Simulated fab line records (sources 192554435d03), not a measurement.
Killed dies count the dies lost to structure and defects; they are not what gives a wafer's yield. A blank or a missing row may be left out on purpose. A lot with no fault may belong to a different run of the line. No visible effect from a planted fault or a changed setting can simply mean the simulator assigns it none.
Split-lot experiment || flow n5-finfet || on a route of 1938 steps: 7 lots, 21 wafers read

## ABOUT THE SPLIT
At N5_SD_EPI_N_EPI_21 (deposits Si:P, time 690 s), the setting temp-c was moved away from the recipe's 680 C on 10 of the 21 wafers read, by -0.7% to +0.4%. The other wafers ran this setting at the recipe's value.

## FROM THE SPLIT TO THE READING: what the file shows between them, 10 steps
- N5_SD_EPI_N_PRECLEAN_24: cleans in O3/DIW, time 60 s
- N5_SD_EPI_P_COAT_34: time 60 s, resist thk 350 nm (also split here: spin-rpm)
- N5_SD_EPI_P_COAT_35: time 60 s, resist thk 35 nm
- N5_SD_EPI_P_COAT_03: resist thk 150 nm
- N5_SD_EPI_P_EPI_21: deposits SiGe:B, time 355 s
- N5_SD_EPI_P_HM_STRIP_48: strips SiNx in H3PO4, material SiNx, target depth 3 nm
- N5_SD_EPI_P_SRD_49: time 30 s
- N5_SD_EPI_P_PRECLEAN_24: cleans in O3/DIW, time 45 s
- N5_SD_ACTIVATION_RTA_00: time 0 s
- N5_SD_ACTIVATION_LSA_01: time 0.0008 s

## THE READING
RS_SD_N (ohm/sq), read at N5_SD_ACTIVATION_RS_MEAS_03 with a four-point probe. On this fab line, fault-free wafers typically give 21.85 ohm/sq with a standard deviation of 0.27 ohm/sq.

{"wafer": "L080.2", "tool, chamber at the split": "epi-rpcvd-04, 0", "temp-c as run, C": 682.4, "against the recipe": "+0.4%", "RS_SD_N, ohm/sq": 20.82, "against lot-mates on the recipe": "no lot-mate on the recipe"}
{"wafer": "L080.3", "tool, chamber at the split": "epi-rpcvd-04, 0", "temp-c as run, C": 682.4, "against the recipe": "+0.4%", "RS_SD_N, ohm/sq": 21.04, "against lot-mates on the recipe": "no lot-mate on the recipe"}
{"wafer": "L080.4", "tool, chamber at the split": "epi-rpcvd-04, 0", "temp-c as run, C": 682.4, "against the recipe": "+0.4%", "RS_SD_N, ohm/sq": 20.70, "against lot-mates on the recipe": "no lot-mate on the recipe"}
{"wafer": "L081.1", "tool, chamber at the split": "epi-rpcvd-03, 0", "temp-c as run, C": 682.2, "against the recipe": "+0.3%", "RS_SD_N, ohm/sq": 21.27, "against lot-mates on the recipe": -1.03}
{"wafer": "L081.4", "tool, chamber at the split": "epi-rpcvd-03, 0", "temp-c as run, C": 682.2, "against the recipe": "+0.3%", "RS_SD_N, ohm/sq": 21.19, "against lot-mates on the recipe": -1.11}
{"wafer": "L081.5", "tool, chamber at the split": "epi-rpcvd-03, 0", "temp-c as run, C": 680, "against the recipe": "recipe", "RS_SD_N, ohm/sq": 22.30, "against lot-mates on the recipe": "-"}
{"wafer": "L085.1", "tool, chamber at the split": "epi-rpcvd-04, 0", "temp-c as run, C": 680, "against the recipe": "recipe", "RS_SD_N, ohm/sq": 21.49, "against lot-mates on the recipe": "-"}
{"wafer": "L085.2", "tool, chamber at the split": "epi-rpcvd-04, 0", "temp-c as run, C": 680, "against the recipe": "recipe", "RS_SD_N, ohm/sq": 21.89, "against lot-mates on the recipe": "-"}
{"wafer": "L085.5", "tool, chamber at the split": "epi-rpcvd-04, 0", "temp-c as run, C": 680, "against the recipe": "recipe", "RS_SD_N, ohm/sq": 21.86, "against lot-mates on the recipe": "-"}
{"wafer": "L086.2", "tool, chamber at the split": "epi-rpcvd-03, 0", "temp-c as run, C": 675.2, "against the recipe": "-0.7%", "RS_SD_N, ohm/sq": 23.94, "against lot-mates on the recipe": "+2.04"}
{"wafer": "L086.4", "tool, chamber at the split": "epi-rpcvd-03, 0", "temp-c as run, C": 680, "against the recipe": "recipe", "RS_SD_N, ohm/sq": 21.90, "against lot-mates on the recipe": "-"}
{"wafer": "L086.6", "tool, chamber at the split": "epi-rpcvd-03, 0", "temp-c as run, C": 675.2, "against the recipe": "-0.7%", "RS_SD_N, ohm/sq": 23.97, "against lot-mates on the recipe": "+2.07"}
{"wafer": "L088.3", "tool, chamber at the split": "epi-rpcvd-03, 0", "temp-c as run, C": 682.2, "against the recipe": "+0.3%", "RS_SD_N, ohm/sq": 21.03, "against lot-mates on the recipe": -0.98}
{"wafer": "L088.4", "tool, chamber at the split": "epi-rpcvd-03, 0", "temp-c as run, C": 682.2, "against the recipe": "+0.3%", "RS_SD_N, ohm/sq": 21.46, "against lot-mates on the recipe": -0.55}
{"wafer": "L088.5", "tool, chamber at the split": "epi-rpcvd-03, 0", "temp-c as run, C": 680, "against the recipe": "recipe", "RS_SD_N, ohm/sq": 22.01, "against lot-mates on the recipe": "-"}
{"wafer": "L089.3", "tool, chamber at the split": "epi-rpcvd-04, 0", "temp-c as run, C": 680, "against the recipe": "recipe", "RS_SD_N, ohm/sq": 21.98, "against lot-mates on the recipe": "-"}
{"wafer": "L089.4", "tool, chamber at the split": "epi-rpcvd-04, 0", "temp-c as run, C": 680, "against the recipe": "recipe", "RS_SD_N, ohm/sq": 22.08, "against lot-mates on the recipe": "-"}
{"wafer": "L089.6", "tool, chamber at the split": "epi-rpcvd-04, 0", "temp-c as run, C": 680, "against the recipe": "recipe", "RS_SD_N, ohm/sq": 22.07, "against lot-mates on the recipe": "-"}
{"wafer": "L097.1", "tool, chamber at the split": "epi-rpcvd-03, 0", "temp-c as run, C": 680, "against the recipe": "recipe", "RS_SD_N, ohm/sq": 21.52, "against lot-mates on the recipe": "-"}
{"wafer": "L097.3", "tool, chamber at the split": "epi-rpcvd-03, 0", "temp-c as run, C": 680, "against the recipe": "recipe", "RS_SD_N, ohm/sq": 21.68, "against lot-mates on the recipe": "-"}
{"wafer": "L097.6", "tool, chamber at the split": "epi-rpcvd-03, 0", "temp-c as run, C": 677.9, "against the recipe": "-0.3%", "RS_SD_N, ohm/sq": 22.21, "against lot-mates on the recipe": "+0.61"}

THE FIT
A straight line over all 21 wafers: RS_SD_N changes by -2.64 ohm/sq for each +1% of temp-c; r = -0.95; the points scatter about the line by 0.26 ohm/sq.
The same after taking each lot's own level away (the mean of its wafers on the recipe; 18 wafers): -2.83 ohm/sq for each +1%; r = -0.98; scatter 0.15 ohm/sq.
Per that fit: largest temp-c move, reading shift of 2 ohm/sq.
Across the lots, their own levels run from 21.600 to 22.300 ohm/sq, a range of 2.6 times the standard deviation given above.
Consequently the slope shifts little with the lot-to-lot level, the two slopes agreeing.
Check: with one of the wafers moved furthest among these (-0.7%) left out of the fit, the line predicts +1.96 ohm/sq for it against its lot-mates. Against them it came out at +2.04 ohm/sq.

## THESE WAFERS: OTHER SPLITS
Other splits were also applied to these wafers ahead of the reading. Each is held against what the fit with the lots' levels taken away leaves over:
{"other split on the same wafers": "N5_DUMMY_GATE_PECVD_30 time-s", "wafers away from the commonest value": 5, "r with RS_SD_N (lot level and that fit taken away)": "+0.39"}
{"other split on the same wafers": "N5_SD_EPI_P_COAT_34 spin-rpm", "wafers away from the commonest value": 9, "r with RS_SD_N (lot level and that fit taken away)": -0.28}

## THE WHOLE CHAIN: every reading that the file lists as answering this split, in the file's order
{"step": "N5_SD_EPI_N_EPI_21", "what it does": "deposits Si:P, time 690 s", "reading": "Si-P_of_SD_EPI_N_EPI_21.thk-nm (the simulator's own value, which no gauge read)", "change (the file's fit)": "+6.75 nm for each +1% of the setting", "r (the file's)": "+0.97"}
{"step": "N5_SD_EPI_N_PRECLEAN_24", "what it does": "cleans in O3/DIW, time 60 s", "reading": "Si-P_of_SD_EPI_N_EPI_21.thk-nm (the simulator's own value, which no gauge read)", "change (the file's fit)": "+6.66 nm for each +1% of the setting", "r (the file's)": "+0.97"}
{"step": "N5_SD_EPI_P_HM_STRIP_48", "what it does": "strips SiNx in H3PO4, material SiNx, target depth 3 nm", "reading": "Si-P_of_SD_EPI_N_EPI_21.thk-nm (the simulator's own value, which no gauge read)", "change (the file's fit)": "+6.87 nm for each +1% of the setting", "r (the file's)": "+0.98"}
{"step": "N5_SD_ACTIVATION_RS_MEAS_03", "what it does": "measures by four-point-probe", "reading": "RS_SD_N", "change (the file's fit)": "-2.78 for each +1% of the setting", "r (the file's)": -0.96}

## FILE'S OWN FIT
RS_SD_N changes by -2.78 ohm/sq for each +1% of temp-c, r = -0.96.
